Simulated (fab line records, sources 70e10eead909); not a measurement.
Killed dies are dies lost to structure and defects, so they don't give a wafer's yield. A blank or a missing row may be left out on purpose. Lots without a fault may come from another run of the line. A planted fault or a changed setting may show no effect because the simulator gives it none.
Chamber matching | flow nand_harc | NHARC_P_M0_CMP_23 on cmp-02: 4 sister chambers
The step polishes, t overpolish 20 s, target thk 117.54 nm. 4 wafers are shown with their chamber, then 8 later ones without.

WAFERS WITH THEIR CHAMBER
wafer  | chamber | motor_current_A (A)
L080.4 | 3       | 12.3
L088.4 | 0       | 12.6
L089.4 | 1       | 12.2
L092.2 | 2       | 10.2

WAFERS WITHOUT THEIR CHAMBER
wafer  | motor_current_A (A)
L092.3 | 11.8
L092.4 | 11.5
L091.1 | 12.6
L091.4 | 12.4
L091.5 | 12.2
L094.1 | 10.1
L094.5 | 10.4
L094.6 | 12.2

WHICH CHAMBER EACH WENT THROUGH
wafer  | from the rows above          | in truth
L092.3 | can't be placed: 1 or 3 or 0 | 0
L092.4 | can't be placed: 1 or 3 or 0 | 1
L091.1 | can't be placed: 0 or 3 or 1 | 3
L091.4 | can't be placed: 3 or 0 or 1 | 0
L091.5 | can't be placed: 1 or 3 or 0 | 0
L094.1 | 2                            | 2
L094.5 | 2                            | 2
L094.6 | can't be placed: 1 or 3 or 0 | 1
Placed correctly: 2 of 8. Can't be placed from these rows: 6 (the true chamber is among the candidates in 6). Placed wrongly: 0.
How it was worked out, from the rows above alone: a wafer's distance from a chamber is the root of the sum, over the readings, of the square of ((its reading less the chamber's mean) divided by the reading's scatter). The wafer belongs to the nearest chamber; if the next one is less than 2 further off, it can't be placed. A chamber's mean is the mean of its shown wafers. The scatter: with one shown wafer a chamber, the root of the mean of the squares of how far each hidden wafer lies from its nearest shown one.
